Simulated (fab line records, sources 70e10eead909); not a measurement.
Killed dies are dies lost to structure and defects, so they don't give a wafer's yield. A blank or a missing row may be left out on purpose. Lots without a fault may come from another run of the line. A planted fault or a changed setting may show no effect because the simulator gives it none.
A struck lot beside a sound one | flow nand_harc | 18 steps out of a route of 1159
Sound: wafers L923.1, L923.2, L923.6. Struck: wafers L935.3, L935.4, L935.5. The cause comes at the end.
At each step with rows: each side's tool, then ch and its chambers, then its first start. Under that, the readings that differ: sound wafers | struck wafers | difference of the means | sigmas: that difference in standard deviations of wafers without a fault.
alike: readings whose means differ by less than 2 such deviations, and words and numbers that are the same on both sides. not compared: withheld readings, readings that some wafer has no value for, bounds like >300 that may hide the same value, and numbers for which the record gives no deviation and whose values overlap.
The two part at a step that has a row with sigmas, a row that says differs or no value, or rows on one side only. Numbers that don't overlap but have no deviation are shown without sigmas and don't part them. A reading that every wafer of one side lacks parts them only if that side has two wafers or more.

NHARC_P_GATE_CD_MEAS_46: target cd 720 nm.
  sound on cd_sem-03 ch 0, day 5 02:56; struck on cd_sem-01 ch 0, day 9 02:11
  alike: cd_nm
then, 1 step without rows for these wafers: NHARC_P_GATE_HARDBAKE_47 (time 80 s).
NHARC_P_GATE_DESCUM_48: chemistry O2, time 3 s.
  sound on rie_diel-11 ch 0,2,3, day 5 03:07; struck on rie_diel-13 ch 1,2,3, day 9 02:20
  alike: drypump_motor_current_A, mfc_ar_sccm, oes_product_au, rf_vpp_V, showerhead_plenum_p_Torr, throttle_valve_pct
  not compared: rf_hours_counter_h
then, 1 step without rows for these wafers: NHARC_P_GATE_IMPLANT_49.
NHARC_P_GATE_STRIP_111: strips in N2/H2, time 250 s.
  sound on plasma_asher-02 ch 0,1, day 5 03:43; struck on plasma_asher-01 ch 0,1, day 9 02:48
  alike: drypump_motor_current_A, heater_power_w
  not compared: rf_hours_counter_h
NHARC_P_GATE_STRIP_75: strips in O2.
  sound on plasma_asher-02 ch 0,1, day 5 04:01; struck on plasma_asher-01 ch 0,1, day 9 03:01
  alike: drypump_motor_current_A, heater_power_w
  not compared: rf_hours_counter_h
then, 6 steps without rows for these wafers: NHARC_P_GATE_STRIP_50 (strips in SPM, time 900 s); NHARC_P_GATE_DEHYDRATE_51 (time 120 s); NHARC_P_GATE_HMDS_52 (time 30 s); NHARC_P_GATE_COAT_53; NHARC_P_GATE_SOFTBAKE_54 (time 95 s); NHARC_P_GATE_EBR_55.
NHARC_P_GATE_EXPOSE_56: exposes mask P PSD, target cd 720 nm.
  sound on krf_scanner-03 ch 0, day 5 04:47; struck on krf_scanner-03 ch 0, day 9 03:47
  reading            | sound                   | struck                           | difference | sigmas
  mask               | P_PSD#0 P_PSD#0 P_PSD#0 | P_PSD_R1#0 P_PSD_R1#0 P_PSD_R1#0 | differs    |
  reticle_temp_C (C) | 23.20 23.17 23.17       | 22.92 22.96 22.95                | -0.24      | -3
then, 2 steps without rows for these wafers: NHARC_P_GATE_PEB_57 (peb time 85 s); NHARC_P_GATE_DEVELOP_58 (time 70 s).
NHARC_P_GATE_CD_MEAS_59: target cd 720 nm.
  sound on cd_sem-01 ch 0, day 5 04:57; struck on cd_sem-03 ch 0, day 9 03:56
  reading    | sound             | struck            | difference | sigmas
  cd_nm (nm) | 719.3 722.7 722.1 | 779.3 780.0 779.2 | +58.1      | +29
then, 1 step without rows for these wafers: NHARC_P_GATE_HARDBAKE_60 (time 80 s).
-- the record jumps here: 17 days lie between the struck wafers' starts before and after (it left off in module P_GATE and takes up again in module END, whose first step shown is number 1159 of the route) --
NHARC_END_SORT_01:
  sound on prober-01 ch 0, day 20 16:22; struck on prober-01 ch 0, day 26 03:32
  alike: killed_at_array, killed_at_other, killed_at_periphery, killed_dies, killed_open, killed_short

WHERE THEY PART
First at NHARC_P_GATE_EXPOSE_56; last, within this record, at NHARC_P_GATE_CD_MEAS_59. Later steps at which nothing parts them and some readings are alike: NHARC_END_SORT_01.

WHY: what the simulator had put in
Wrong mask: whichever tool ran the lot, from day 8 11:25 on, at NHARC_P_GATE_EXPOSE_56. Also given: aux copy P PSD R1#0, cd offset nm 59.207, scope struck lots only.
